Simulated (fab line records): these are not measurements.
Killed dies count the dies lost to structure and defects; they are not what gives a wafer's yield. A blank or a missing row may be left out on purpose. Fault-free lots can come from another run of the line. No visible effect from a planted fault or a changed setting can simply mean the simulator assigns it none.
Split-lot experiment / flow n5Finfet / 21 wafers read across 7 lots, on a route 1938 steps long

== ABOUT THE SPLIT ==
At N5_BEOL_M4_TRENCH_ETCH_37 (etches SiOC in C4F6/O2, target depth 55.555 nm, time 29.2 s), the setting timeS was moved away from the recipe's 29.2 s on 6 of the 21 wafers read, by -14.6% to +13.8%. This setting was run at the recipe's value on the other wafers.

== FROM THE SPLIT TO THE READING: what the file shows between them, 4 steps ==
- N5_BEOL_M4_ETCH_41: etches SiCN in CH3F/O2, target depth 29.9 nm, time 52.5 s
- N5_BEOL_M4_STRIP_97: strips in N2/H2, time 10 s
- N5_BEOL_M4_ECD_50: material Cu, target thk 300 nm
- N5_BEOL_M4_ANNEAL_51: time 90 s

== THE READING ==
Cu_of_BEOL_M4_ECD_50.thkNm (the simulator's own value, which no gauge read), in nm, at N5_BEOL_M4_CMP_52 (polishes, stops on SiOC, t overpolish 6.8 s, target thk 40 nm). The file gives no usual value for it. Average 40.1 nm, standard deviation 1.5 nm, over the 15 wafers here run with the recipe.

wafer=L077.3; tool, chamber at the split=rieDiel-06, 0; timeS as run, s=29.2; against the recipe=recipe; Cu_of_BEOL_M4_ECD_50.thkNm, nm=41.2; against lot-mates on the recipe=-
wafer=L077.5; tool, chamber at the split=rieDiel-06, 0; timeS as run, s=27.55; against the recipe=-5.7%; Cu_of_BEOL_M4_ECD_50.thkNm, nm=37.2; against lot-mates on the recipe=-4.5
wafer=L077.6; tool, chamber at the split=rieDiel-06, 2; timeS as run, s=29.2; against the recipe=recipe; Cu_of_BEOL_M4_ECD_50.thkNm, nm=42.2; against lot-mates on the recipe=-
wafer=L081.4; tool, chamber at the split=rieDiel-04, 1; timeS as run, s=30.97; against the recipe=+6.1%; Cu_of_BEOL_M4_ECD_50.thkNm, nm=43.6; against lot-mates on the recipe=+6.4
wafer=L081.3; tool, chamber at the split=rieDiel-04, 2; timeS as run, s=29.2; against the recipe=recipe; Cu_of_BEOL_M4_ECD_50.thkNm, nm=37.8; against lot-mates on the recipe=-
wafer=L081.5; tool, chamber at the split=rieDiel-04, 0; timeS as run, s=29.2; against the recipe=recipe; Cu_of_BEOL_M4_ECD_50.thkNm, nm=36.6; against lot-mates on the recipe=-
wafer=L084.1; tool, chamber at the split=rieDiel-04, 1; timeS as run, s=29.2; against the recipe=recipe; Cu_of_BEOL_M4_ECD_50.thkNm, nm=40.6; against lot-mates on the recipe=-
wafer=L084.2; tool, chamber at the split=rieDiel-04, 3; timeS as run, s=24.93; against the recipe=-14.6%; Cu_of_BEOL_M4_ECD_50.thkNm, nm=32; against lot-mates on the recipe=-8.3
wafer=L084.3; tool, chamber at the split=rieDiel-04, 2; timeS as run, s=29.2; against the recipe=recipe; Cu_of_BEOL_M4_ECD_50.thkNm, nm=40; against lot-mates on the recipe=-
wafer=L085.2; tool, chamber at the split=rieDiel-06, 0; timeS as run, s=29.2; against the recipe=recipe; Cu_of_BEOL_M4_ECD_50.thkNm, nm=40.8; against lot-mates on the recipe=-
wafer=L085.3; tool, chamber at the split=rieDiel-06, 2; timeS as run, s=29.2; against the recipe=recipe; Cu_of_BEOL_M4_ECD_50.thkNm, nm=39; against lot-mates on the recipe=-
wafer=L085.5; tool, chamber at the split=rieDiel-06, 3; timeS as run, s=29.2; against the recipe=recipe; Cu_of_BEOL_M4_ECD_50.thkNm, nm=39.6; against lot-mates on the recipe=-
wafer=L091.1; tool, chamber at the split=rieDiel-06, 1; timeS as run, s=29.2; against the recipe=recipe; Cu_of_BEOL_M4_ECD_50.thkNm, nm=42.2; against lot-mates on the recipe=-
wafer=L091.4; tool, chamber at the split=rieDiel-06, 0; timeS as run, s=33.22; against the recipe=+13.8%; Cu_of_BEOL_M4_ECD_50.thkNm, nm=49.2; against lot-mates on the recipe=+7.8
wafer=L091.6; tool, chamber at the split=rieDiel-06, 2; timeS as run, s=29.2; against the recipe=recipe; Cu_of_BEOL_M4_ECD_50.thkNm, nm=40.6; against lot-mates on the recipe=-
wafer=L089.1; tool, chamber at the split=rieDiel-04, 3; timeS as run, s=29.2; against the recipe=recipe; Cu_of_BEOL_M4_ECD_50.thkNm, nm=41.2; against lot-mates on the recipe=-
wafer=L089.4; tool, chamber at the split=rieDiel-04, 3; timeS as run, s=32.64; against the recipe=+11.8%; Cu_of_BEOL_M4_ECD_50.thkNm, nm=49; against lot-mates on the recipe=+7.8
wafer=L089.5; tool, chamber at the split=rieDiel-04, 0; timeS as run, s=32.64; against the recipe=+11.8%; Cu_of_BEOL_M4_ECD_50.thkNm, nm=48.4; against lot-mates on the recipe=+7.2
wafer=L094.4; tool, chamber at the split=rieDiel-04, 2; timeS as run, s=29.2; against the recipe=recipe; Cu_of_BEOL_M4_ECD_50.thkNm, nm=39.2; against lot-mates on the recipe=-
wafer=L094.2; tool, chamber at the split=rieDiel-04, 0; timeS as run, s=29.2; against the recipe=recipe; Cu_of_BEOL_M4_ECD_50.thkNm, nm=41.2; against lot-mates on the recipe=-
wafer=L094.6; tool, chamber at the split=rieDiel-04, 0; timeS as run, s=29.2; against the recipe=recipe; Cu_of_BEOL_M4_ECD_50.thkNm, nm=40; against lot-mates on the recipe=-

FIT RESULTS
A straight line over all 21 wafers: Cu_of_BEOL_M4_ECD_50.thkNm changes by +0.639 nm for each +1% of timeS; r = +0.94; the points scatter about the line by 1.4 nm.
The same after taking each lot's own level away (the mean of its wafers on the recipe; 21 wafers): +0.624 nm for each +1%; r = +0.97; scatter 0.9 nm.
Per that fit: largest timeS move, reading shift of 9.1 nm.
The span of the lots' own levels, 37.20 to 41.70 nm, comes to 3.0 times the standard deviation stated above.
The two slopes agree, so the slope changes little with the lot-to-lot level.
Check: for one of the wafers moved furthest among these (-14.6%), held out of the fit, the line's prediction against its lot-mates is -9.49 nm. Against them it came out at -8.3 nm.

== THE OTHER SPLITS THESE WAFERS WENT THROUGH ==
Note: prior to the reading, these wafers also went through further splits. Each is held against what the fit with the lots' levels taken away leaves over:
other split on the same wafers=N5_BEOL_M3_EXPOSE_08 doseMj; wafers away from the commonest value=7; r with Cu_of_BEOL_M4_ECD_50.thkNm (lot level and that fit taken away)=+0.13
other split on the same wafers=N5_BEOL_M4_DESCUM_16 timeS; wafers away from the commonest value=7; r with Cu_of_BEOL_M4_ECD_50.thkNm (lot level and that fit taken away)=-0.15

== THE WHOLE CHAIN: every reading that the file lists as answering this split, in the file's order ==
step=N5_BEOL_M4_TRENCH_ETCH_37; what it does=etches SiOC in C4F6/O2, target depth 55.555 nm, time 29.2 s; reading=etch.depthNm (the simulator's own value, which no gauge read); change (the file's fit)=+0.562 nm for each +1% of the setting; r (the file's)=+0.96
step=N5_BEOL_M4_TRENCH_ETCH_37; what it does=etches SiOC in C4F6/O2, target depth 55.555 nm, time 29.2 s; reading=BEOL_M4.featureDepthNm (the simulator's own value, which no gauge read); change (the file's fit)=+0.557 nm for each +1% of the setting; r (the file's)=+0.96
step=N5_BEOL_M4_CMP_52; what it does=polishes, stops on SiOC, t overpolish 6.8 s, target thk 40 nm; reading=Cu_of_BEOL_M4_ECD_50.thkNm (the simulator's own value, which no gauge read); change (the file's fit)=+0.624 nm for each +1% of the setting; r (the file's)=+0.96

== FILE'S OWN FIT ==
Cu_of_BEOL_M4_ECD_50.thkNm changes by +0.624 nm for each +1% of timeS, r = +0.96.
